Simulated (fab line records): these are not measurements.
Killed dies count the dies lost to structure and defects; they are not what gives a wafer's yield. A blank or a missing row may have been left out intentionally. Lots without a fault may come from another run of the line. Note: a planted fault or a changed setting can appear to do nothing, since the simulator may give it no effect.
Which tool is to blame? + flow nand_harc + Sampling: 24 lots, 72 wafers, 6 of 1302 route steps

## WHAT THE GAUGES READ, wafer by wafer
The record holds no reading of a measuring or inspecting step that can be judged against a usual standard deviation.

## WHICH TOOL RAN EACH LOT (tool, then ch and the chambers of the sampled wafers, then the start)
| lot  | NHARC_P_GATE_STRIP_112               | NHARC_P_GATE_DESCUM_93             | NHARC_P_CONTACT_ETCH_35            | NHARC_P_M0_DEP_32               | NHARC_P_M1_DEGAS_29          | NHARC_P_M1_PRE_CLEAN_32         |
|------|--------------------------------------|------------------------------------|------------------------------------|---------------------------------|------------------------------|---------------------------------|
| L074 | plasma_asher-02 ch 0,1, day 5 22:11  | rie_diel-11 ch 2,3, day 5 23:19    | rie_diel-10 ch 0,1, day 6 04:07    | pecvd-04 ch 0,1,2, day 6 11:03  | pvd_sputter-03, day 6 13:22  | pecvd-04 ch 0,1,2, day 6 15:00  |
| L075 | plasma_asher-02 ch 0,1, day 6 04:45  | rie_diel-06 ch 0,1,2, day 6 05:55  | rie_diel-04 ch 0,1,2, day 6 10:44  | pecvd-04 ch 0,2, day 6 17:34    | pvd_sputter-03, day 6 19:53  | pecvd-04 ch 0,2, day 6 21:31    |
| L076 | plasma_asher-02 ch 0,1, day 6 06:47  | rie_diel-07 ch 0,2, day 6 08:09    | rie_diel-09 ch 0,3, day 6 12:49    | pecvd-02 ch 0,1, day 6 19:43    | pvd_sputter-01, day 6 22:01  | pecvd-01 ch 0,1,2, day 6 23:38  |
| L077 | plasma_asher-02 ch 0,1, day 6 18:13  | rie_diel-11 ch 0,2, day 6 19:31    | rie_diel-04 ch 1,2, day 7 00:19    | pecvd-02 ch 2, day 7 07:20      | pvd_sputter-01, day 7 09:43  | pecvd-02 ch 0,2, day 7 11:20    |
| L078 | plasma_asher-02 ch 0,1, day 7 08:23  | rie_diel-06 ch 0,1, day 7 09:35    | rie_diel-10 ch 0,3, day 7 14:38    | pecvd-04 ch 1,2, day 7 21:26    | pvd_sputter-02, day 7 23:47  | pecvd-02 ch 0,2, day 8 01:26    |
| L079 | plasma_asher-01 ch 0,1, day 7 13:56  | rie_diel-06 ch 0,2,3, day 7 15:17  | rie_diel-04 ch 0,1, day 7 20:08    | pecvd-01 ch 0,1,2, day 8 03:46  | pvd_sputter-02, day 8 06:24  | pecvd-04 ch 0,1,2, day 8 08:02  |
| L080 | plasma_asher-02 ch 0,1, day 8 03:46  | rie_diel-07 ch 1,2,3, day 8 05:01  | rie_diel-10 ch 2,3, day 8 09:56    | pecvd-02 ch 0,1,2, day 8 16:47  | pvd_sputter-03, day 8 19:08  | pecvd-02 ch 0,2, day 8 20:46    |
| L081 | plasma_asher-02 ch 0,1, day 8 12:34  | rie_diel-07 ch 1,3, day 8 13:48    | rie_diel-10 ch 0,3, day 8 18:37    | pecvd-01 ch 0,2, day 9 01:44    | pvd_sputter-01, day 9 04:14  | pecvd-01 ch 0,2, day 9 06:22    |
| L082 | plasma_asher-01 ch 0,1, day 8 20:38  | rie_diel-11 ch 0,1,2, day 8 21:59  | rie_diel-09 ch 1,2,3, day 9 03:01  | pecvd-04 ch 0,2, day 9 09:38    | pvd_sputter-01, day 9 12:05  | pecvd-02 ch 1,2, day 9 13:43    |
| L083 | plasma_asher-02 ch 0,1, day 9 10:55  | rie_diel-06 ch 0,3, day 9 12:08    | rie_diel-09 ch 0,2, day 9 17:20    | pecvd-04 ch 0,1,2, day 10 00:03 | pvd_sputter-03, day 10 02:28 | pecvd-04 ch 0,1, day 10 04:05   |
| L084 | plasma_asher-02 ch 0, day 9 23:34    | rie_diel-06 ch 2,3, day 10 00:45   | rie_diel-09 ch 2,3, day 10 05:34   | pecvd-04 ch 0,1,2, day 10 12:52 | pvd_sputter-02, day 10 15:20 | pecvd-04 ch 0,1, day 10 16:56   |
| L085 | plasma_asher-01 ch 0,1, day 10 05:05 | rie_diel-07 ch 0,2,3, day 10 06:22 | rie_diel-10 ch 1,2,3, day 10 11:03 | pecvd-04 ch 0,2, day 10 18:03   | pvd_sputter-01, day 10 20:32 | pecvd-01 ch 0,1, day 10 22:08   |
| L086 | plasma_asher-01 ch 0,1, day 10 11:16 | rie_diel-06 ch 0,1,3, day 10 12:34 | rie_diel-04 ch 1,2,3, day 10 17:14 | pecvd-04 ch 0,2, day 11 00:17   | pvd_sputter-01, day 11 02:46 | pecvd-04 ch 0,2, day 11 04:23   |
| L087 | plasma_asher-01 ch 0,1, day 10 21:07 | rie_diel-07 ch 1,2, day 10 22:16   | rie_diel-09 ch 3, day 11 03:16     | pecvd-04 ch 0,1,2, day 11 11:04 | pvd_sputter-03, day 11 13:24 | pecvd-04 ch 0,1,2, day 11 15:03 |
| L088 | plasma_asher-01 ch 1, day 11 22:51   | rie_diel-06 ch 1,3, day 12 00:12   | rie_diel-10 ch 0,1, day 12 04:58   | pecvd-01 ch 0,1,2, day 12 12:05 | pvd_sputter-02, day 12 14:22 | pecvd-02 ch 1,2, day 12 16:01   |
| L090 | plasma_asher-01 ch 0,1, day 12 06:24 | rie_diel-07 ch 1,3, day 12 07:46   | rie_diel-09 ch 1,3, day 12 12:27   | pecvd-01 ch 0,1,2, day 12 19:10 | pvd_sputter-02, day 12 21:33 | pecvd-02 ch 1,2, day 12 23:11   |
| L089 | plasma_asher-02 ch 0,1, day 12 07:10 | rie_diel-06 ch 0,3, day 12 08:28   | rie_diel-09 ch 0,2,3, day 12 13:35 | pecvd-02 ch 0,1, day 12 20:40   | pvd_sputter-03, day 12 23:05 | pecvd-04 ch 1,2, day 13 00:43   |
| L091 | plasma_asher-01 ch 0,1, day 12 18:38 | rie_diel-07 ch 1,2,3, day 12 19:53 | rie_diel-09 ch 0,2,3, day 13 00:31 | pecvd-01 ch 1,2, day 13 07:32   | pvd_sputter-02, day 13 10:01 | pecvd-04 ch 0,1, day 13 11:40   |
| L092 | plasma_asher-01 ch 0,1, day 13 12:25 | rie_diel-06 ch 0,3, day 13 13:43   | rie_diel-04 ch 2,3, day 13 18:22   | pecvd-02 ch 0,1,2, day 14 01:06 | pvd_sputter-01, day 14 03:36 | pecvd-02 ch 0,2, day 14 05:13   |
| L094 | plasma_asher-02 ch 0,1, day 13 19:09 | rie_diel-07 ch 0,1,2, day 13 20:29 | rie_diel-04 ch 1,2,3, day 14 01:25 | pecvd-04 ch 0,1, day 14 08:12   | pvd_sputter-02, day 14 10:47 | pecvd-01 ch 0,1, day 14 12:25   |
| L093 | plasma_asher-01 ch 0,1, day 13 19:37 | rie_diel-11 ch 0,2, day 13 20:53   | rie_diel-09 ch 1,2,3, day 14 01:40 | pecvd-02 ch 0,1,2, day 14 08:29 | pvd_sputter-03, day 14 11:09 | pecvd-04 ch 0,2, day 14 12:49   |
| L095 | plasma_asher-02 ch 0,1, day 14 06:44 | rie_diel-07 ch 0,3, day 14 08:05   | rie_diel-04 ch 0,1, day 14 12:53   | pecvd-04 ch 0,1,2, day 14 19:41 | pvd_sputter-02, day 14 22:01 | pecvd-02 ch 0,1,2, day 14 23:39 |
| L096 | plasma_asher-01 ch 0,1, day 14 18:11 | rie_diel-11 ch 2,3, day 14 19:25   | rie_diel-10 ch 0,2,3, day 15 00:04 | pecvd-04 ch 1,2, day 15 06:38   | pvd_sputter-01, day 15 09:05 | pecvd-02 ch 1,2, day 15 10:44   |
| L097 | plasma_asher-02 ch 0,1, day 15 02:46 | rie_diel-07 ch 1,2,3, day 15 04:02 | rie_diel-10 ch 0,1, day 15 08:42   | pecvd-02 ch 1,2, day 15 15:32   | pvd_sputter-01, day 15 18:02 | pecvd-04 ch 0,2, day 15 19:43   |
- NHARC_P_GATE_STRIP_112: strips in N2/H2, time 200 s.
- NHARC_P_GATE_DESCUM_93: chemistry O2, time 3 s.
- NHARC_P_CONTACT_ETCH_35: etches the open film in CF4, target depth 39 nm, time 65 s.
- NHARC_P_M0_DEP_32: deposits SiCN, target thk 30 nm.
- NHARC_P_M1_DEGAS_29: time 60 s.
- NHARC_P_M1_PRE_CLEAN_32: time 12 s.

## AS READ BY THE TOOLS THEMSELVES (means over the sampled wafers that have a number; for cases with no such wafer, the mark the record gives instead)
NHARC_P_GATE_STRIP_112.
| lot  | tool            | drypump_motor_current_A (A) | heater_power_w (W) |
|------|-----------------|-----------------------------|--------------------|
| L074 | plasma_asher-02 | 5.0                         | 89                 |
| L075 | plasma_asher-02 | 5.0                         | 90                 |
| L076 | plasma_asher-02 | 5.0                         | 87                 |
| L077 | plasma_asher-02 | 5.0                         | 87                 |
| L078 | plasma_asher-02 | 5.0                         | 86                 |
| L079 | plasma_asher-01 | 6.2                         | 87                 |
| L080 | plasma_asher-02 | 5.1                         | 90                 |
| L081 | plasma_asher-02 | 5.0                         | 90                 |
| L082 | plasma_asher-01 | 6.2                         | 86                 |
| L083 | plasma_asher-02 | 5.1                         | 91                 |
| L084 | plasma_asher-02 | 5.0                         | 84                 |
| L085 | plasma_asher-01 | 6.1                         | 89                 |
| L086 | plasma_asher-01 | 6.1                         | 90                 |
| L087 | plasma_asher-01 | 6.1                         | 89                 |
| L088 | plasma_asher-01 | 6.3                         | 81                 |
| L090 | plasma_asher-01 | 6.1                         | 90                 |
| L089 | plasma_asher-02 | 5.0                         | 84                 |
| L091 | plasma_asher-01 | 6.1                         | 89                 |
| L092 | plasma_asher-01 | 6.1                         | 85                 |
| L094 | plasma_asher-02 | 5.0                         | 83                 |
| L093 | plasma_asher-01 | 6.2                         | 85                 |
| L095 | plasma_asher-02 | 5.0                         | 87                 |
| L096 | plasma_asher-01 | 6.1                         | 90                 |
| L097 | plasma_asher-02 | 5.0                         | 84                 |

NHARC_P_GATE_DESCUM_93.
| lot  | tool        | drypump_motor_current_A (A) | oes_product_au (a.u.) | rf_vpp_V (V) | showerhead_plenum_p_Torr (Torr) | throttle_valve_pct (%) |
|------|-------------|-----------------------------|-----------------------|--------------|---------------------------------|------------------------|
| L074 | rie_diel-11 | 6.0                         | 0.997                 | 57.5         | 1.87                            | 11.306                 |
| L075 | rie_diel-06 | 5.5                         | 0.996                 | 57.6         | 1.97                            | 11.304                 |
| L076 | rie_diel-07 | 5.5                         | 0.997                 | 56.8         | 1.83                            | 11.310                 |
| L077 | rie_diel-11 | 5.9                         | 1.008                 | 58.7         | 1.94                            | 11.312                 |
| L078 | rie_diel-06 | 5.9                         | 1.005                 | 57.9         | 1.98                            | 11.310                 |
| L079 | rie_diel-06 | 5.6                         | 1.006                 | 58.3         | 2.02                            | 11.308                 |
| L080 | rie_diel-07 | 5.4                         | 1.005                 | 58.1         | 1.85                            | 11.312                 |
| L081 | rie_diel-07 | 5.5                         | 1.001                 | 57.4         | 1.86                            | 11.317                 |
| L082 | rie_diel-11 | 5.8                         | 1.011                 | 58.0         | 1.96                            | 11.311                 |
| L083 | rie_diel-06 | 6.1                         | 1.000                 | 58.2         | 2.03                            | 11.314                 |
| L084 | rie_diel-06 | 5.1                         | 1.015                 | 57.8         | 2.02                            | 11.305                 |
| L085 | rie_diel-07 | 5.5                         | 0.999                 | 58.0         | 1.82                            | 11.305                 |
| L086 | rie_diel-06 | 5.9                         | 0.999                 | 57.2         | 1.96                            | 11.305                 |
| L087 | rie_diel-07 | 5.2                         | 0.994                 | 57.3         | 1.84                            | 11.308                 |
| L088 | rie_diel-06 | 5.9                         | 1.000                 | 57.7         | 1.94                            | 11.316                 |
| L090 | rie_diel-07 | 5.5                         | 0.995                 | 56.9         | 1.86                            | 11.308                 |
| L089 | rie_diel-06 | 6.1                         | 0.989                 | 59.2         | 2.02                            | 11.319                 |
| L091 | rie_diel-07 | 5.4                         | 0.994                 | 57.1         | 1.85                            | 11.315                 |
| L092 | rie_diel-06 | 6.1                         | 0.998                 | 58.9         | 2.01                            | 11.308                 |
| L094 | rie_diel-07 | 5.4                         | 0.992                 | 57.5         | 1.85                            | 11.314                 |
| L093 | rie_diel-11 | 5.9                         | 0.999                 | 58.4         | 1.94                            | 11.307                 |
| L095 | rie_diel-07 | 5.7                         | 1.013                 | 57.3         | 1.83                            | 11.309                 |
| L096 | rie_diel-11 | 6.0                         | 0.988                 | 57.5         | 1.87                            | 11.311                 |
| L097 | rie_diel-07 | 5.4                         | 0.996                 | 58.7         | 1.85                            | 11.314                 |

NHARC_P_CONTACT_ETCH_35.
| lot  | tool        | drypump_motor_current_A (A) | oes_product_au (a.u.) | rf_vpp_V (V) | showerhead_plenum_p_Torr (Torr) | throttle_valve_pct (%) |
|------|-------------|-----------------------------|-----------------------|--------------|---------------------------------|------------------------|
| L074 | rie_diel-10 | 5.5                         | 0.999                 | 150.8        | 1.79                            | 13.283                 |
| L075 | rie_diel-04 | 6.0                         | 0.998                 | 151.0        | 1.72                            | 13.277                 |
| L076 | rie_diel-09 | 5.7                         | 0.994                 | 151.7        | 1.75                            | 13.283                 |
| L077 | rie_diel-04 | 6.1                         | 0.994                 | 150.7        | 1.67                            | 13.281                 |
| L078 | rie_diel-10 | 5.2                         | 1.019                 | 151.7        | 1.74                            | 13.281                 |
| L079 | rie_diel-04 | 5.8                         | 0.990                 | 150.9        | 1.75                            | 13.282                 |
| L080 | rie_diel-10 | 5.1                         | 1.009                 | 150.3        | 1.68                            | 13.284                 |
| L081 | rie_diel-10 | 5.4                         | 1.010                 | 152.1        | 1.82                            | 13.283                 |
| L082 | rie_diel-09 | 5.7                         | 1.003                 | 151.5        | 1.82                            | 13.283                 |
| L083 | rie_diel-09 | 5.8                         | 1.001                 | 151.9        | 1.81                            | 13.280                 |
| L084 | rie_diel-09 | 5.5                         | 1.006                 | 153.1        | 1.88                            | 13.282                 |
| L085 | rie_diel-10 | 5.3                         | 1.004                 | 151.1        | 1.70                            | 13.276                 |
| L086 | rie_diel-04 | 6.2                         | 0.994                 | 150.6        | 1.70                            | 13.278                 |
| L087 | rie_diel-09 | 5.4                         | 1.005                 | 152.0        | 1.89                            | 13.289                 |
| L088 | rie_diel-10 | 5.5                         | 1.000                 | 152.0        | 1.79                            | 13.282                 |
| L090 | rie_diel-09 | 5.8                         | 0.993                 | 151.1        | 1.76                            | 13.284                 |
| L089 | rie_diel-09 | 5.7                         | 0.990                 | 151.4        | 1.81                            | 13.283                 |
| L091 | rie_diel-09 | 5.7                         | 0.992                 | 151.8        | 1.81                            | 13.284                 |
| L092 | rie_diel-04 | 6.3                         | 0.995                 | 151.7        | 1.73                            | 13.280                 |
| L094 | rie_diel-04 | 6.3                         | 0.999                 | 150.8        | 1.70                            | 13.281                 |
| L093 | rie_diel-09 | 5.7                         | 0.989                 | 152.5        | 1.82                            | 13.280                 |
| L095 | rie_diel-04 | 5.8                         | 1.003                 | 150.5        | 1.75                            | 13.272                 |
| L096 | rie_diel-10 | 5.3                         | 0.999                 | 150.3        | 1.75                            | 13.283                 |
| L097 | rie_diel-10 | 5.5                         | 1.003                 | 152.1        | 1.84                            | 13.284                 |

NHARC_P_M0_DEP_32.
| lot  | tool     | heater_power_outer_w (W) | heater_power_w (W) | showerhead_vpp_V (V) |
|------|----------|--------------------------|--------------------|----------------------|
| L074 | pecvd-04 | 351                      | 621                | 1303                 |
| L075 | pecvd-04 | 357                      | 633                | 1270                 |
| L076 | pecvd-02 | 246                      | 488                | 1328                 |
| L077 | pecvd-02 | 315                      | 521                | 1318                 |
| L078 | pecvd-04 | 330                      | 583                | 1372                 |
| L079 | pecvd-01 | 349                      | 646                | 1282                 |
| L080 | pecvd-02 | 312                      | 552                | 1343                 |
| L081 | pecvd-01 | 357                      | 663                | 1248                 |
| L082 | pecvd-04 | 368                      | 635                | 1239                 |
| L083 | pecvd-04 | 359                      | 631                | 1309                 |
| L084 | pecvd-04 | 349                      | 614                | 1304                 |
| L085 | pecvd-04 | 359                      | 633                | 1255                 |
| L086 | pecvd-04 | 315                      | 561                | 1316                 |
| L087 | pecvd-04 | 366                      | 637                | 1302                 |
| L088 | pecvd-01 | 326                      | 604                | 1280                 |
| L090 | pecvd-01 | 363                      | 663                | 1278                 |
| L089 | pecvd-02 | 280                      | 529                | 1374                 |
| L091 | pecvd-01 | 379                      | 682                | 1334                 |
| L092 | pecvd-02 | 290                      | 529                | 1337                 |
| L094 | pecvd-04 | 344                      | 617                | 1254                 |
| L093 | pecvd-02 | 319                      | 577                | 1329                 |
| L095 | pecvd-04 | 356                      | 640                | 1321                 |
| L096 | pecvd-04 | 369                      | 665                | 1377                 |
| L097 | pecvd-02 | 299                      | 543                | 1311                 |

NHARC_P_M1_DEGAS_29.
| lot  | tool           | heater_power_w (W) |
|------|----------------|--------------------|
| L074 | pvd_sputter-03 | 327                |
| L075 | pvd_sputter-03 | 323                |
| L076 | pvd_sputter-01 | 308                |
| L077 | pvd_sputter-01 | 326                |
| L078 | pvd_sputter-02 | 328                |
| L079 | pvd_sputter-02 | 346                |
| L080 | pvd_sputter-03 | 321                |
| L081 | pvd_sputter-01 | 323                |
| L082 | pvd_sputter-01 | 305                |
| L083 | pvd_sputter-03 | 351                |
| L084 | pvd_sputter-02 | 358                |
| L085 | pvd_sputter-01 | 298                |
| L086 | pvd_sputter-01 | 325                |
| L087 | pvd_sputter-03 | 327                |
| L088 | pvd_sputter-02 | 327                |
| L090 | pvd_sputter-02 | 316                |
| L089 | pvd_sputter-03 | 324                |
| L091 | pvd_sputter-02 | 296                |
| L092 | pvd_sputter-01 | 330                |
| L094 | pvd_sputter-02 | 339                |
| L093 | pvd_sputter-03 | 347                |
| L095 | pvd_sputter-02 | 301                |
| L096 | pvd_sputter-01 | 321                |
| L097 | pvd_sputter-01 | 314                |

NHARC_P_M1_PRE_CLEAN_32.
| lot  | tool     | heater_power_outer_w (W) | heater_power_w (W) |
|------|----------|--------------------------|--------------------|
| L074 | pecvd-04 | 374                      | 664                |
| L075 | pecvd-04 | 408                      | 700                |
| L076 | pecvd-01 | 411                      | 718                |
| L077 | pecvd-02 | 360                      | 601                |
| L078 | pecvd-02 | 360                      | 580                |
| L079 | pecvd-04 | 394                      | 673                |
| L080 | pecvd-02 | 352                      | 590                |
| L081 | pecvd-01 | 365                      | 684                |
| L082 | pecvd-02 | 371                      | 616                |
| L083 | pecvd-04 | 405                      | 693                |
| L084 | pecvd-04 | 377                      | 661                |
| L085 | pecvd-01 | 430                      | 730                |
| L086 | pecvd-04 | 408                      | 689                |
| L087 | pecvd-04 | 410                      | 698                |
| L088 | pecvd-02 | 384                      | 639                |
| L090 | pecvd-02 | 396                      | 663                |
| L089 | pecvd-04 | 381                      | 692                |
| L091 | pecvd-04 | 430                      | 747                |
| L092 | pecvd-02 | 333                      | 566                |
| L094 | pecvd-01 | 369                      | 634                |
| L093 | pecvd-04 | 385                      | 667                |
| L095 | pecvd-02 | 354                      | 614                |
| L096 | pecvd-02 | 395                      | 655                |
| L097 | pecvd-04 | 400                      | 687                |

## THE ANSWER, worked out from the rows above alone
Rule: the usual values come from the lots themselves. The widest of any qualifying gaps counts: lots, ordered by their means at a reading, are off when they make up no more than a third of the lots, leave a main group of 4 or more, and stand apart from it by 3 or more times the standard deviation of that group's means. The tables above print the reading to a certain number of digits; a main group whose means all agree to those digits is not used. A lot without any number at a reading at which 4 lots or more have one is off too. The other lots that the step has rows for count as sound. After the gauges, taken in route order, come the tools' own readings; for these a lot's mean is taken, as printed above. The first step at which some lot is off is used, and at that step the reading that is off furthest; a lot without a number counts as furthest.
None of the lots is off at any reading shown; this tells nothing.

## WHAT THE SIMULATOR PUT IN
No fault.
